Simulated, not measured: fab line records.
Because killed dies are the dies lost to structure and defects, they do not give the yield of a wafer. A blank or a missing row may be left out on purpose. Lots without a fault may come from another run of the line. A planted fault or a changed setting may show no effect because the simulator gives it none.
2 desks looking at one fault	flow n5 finfet	each desk has only its own numbers; what lay behind them comes last

## DESK OF THE TOOL OWNER: rie diel-03
The tool's own readings at N5_DUMMY_GATE_ETCH_42 (etches SiO2 in CHF3/O2, target depth 3.5 nm, time 31 s): means of the sampled wafers that have a number, for each lot that ran on this tool. Any lot whose mean is over 4 standard deviations away from the usual mean is out of limits and marked OUT; that distance is given in the brackets.
Columns: A = drypump motor current A at N5_DUMMY_GATE_ETCH_42, usual 5.8 A; B = oes product au at N5_DUMMY_GATE_ETCH_42, usual 0.82 a.u.; C = rf vpp V at N5_DUMMY_GATE_ETCH_42, usual 42.7 V; D = showerhead plenum p Torr at N5_DUMMY_GATE_ETCH_42, usual 2.44 Torr; E = throttle valve pct at N5_DUMMY_GATE_ETCH_42, usual 18.69 %
lot	first seen here	A	B	C	D	E
L244	day 5 03:59	5.7	0.77	43.4	2.48	18.71
L259	day 8 11:52	6.1	0.81	43.5	2.46	18.67
This desk found nothing out of limits on any of the 2 lots.

## THE METROLOGY DESK
Means of the sampled wafers that have a number, per lot and without regard to the tool the lot ran on: this is what the gauges read. Any lot whose mean is over 4 standard deviations away from the usual mean is out of limits and marked OUT; that distance is given in the brackets. Of its 12 readings 7 are shown: those that lie furthest out on some lot.
Columns: A = cd nm at N5_DUMMY_GATE_CD_MEAS_50, usual 13.8 nm; B = DIBL_N at N5_BEOL_M4_RC_MEAS_101, usual 37.1 mV/V; C = ION_N at N5_BEOL_M4_RC_MEAS_101, usual 678 uA/um; D = ION_P at N5_BEOL_M4_RC_MEAS_101, usual 467 uA/um; E = SS_N at N5_BEOL_M4_RC_MEAS_101, usual 71.7 mV/dec; F = SS_P at N5_BEOL_M4_RC_MEAS_101, usual 73.7 mV/dec; G = VT_N at N5_BEOL_M4_RC_MEAS_101, usual 249 mV
lot	first seen here	A	B	C	D	E	F	G
L244	day 5 03:22	13.9	36.2	677	470	71.5	73.8	250
L249	day 5 22:25	13.3	38.5	683	466	72.2	74.1	245
L252	day 6 15:27	13.8	35.5	671	467	71.0	74.0	253
L258	day 8 05:25	13.7	39.6	692	476	71.8	74.6	246
L259	day 8 11:19	14.0	37.4	682	468	72.0	74.0	247
This desk found nothing out of limits on any of the 5 lots.

## TAKEN TOGETHER
The tool owner's desk saw nothing out of limits.
From the metrology desk's view, nothing was out of limits.

## WHAT THE SIMULATOR PUT IN
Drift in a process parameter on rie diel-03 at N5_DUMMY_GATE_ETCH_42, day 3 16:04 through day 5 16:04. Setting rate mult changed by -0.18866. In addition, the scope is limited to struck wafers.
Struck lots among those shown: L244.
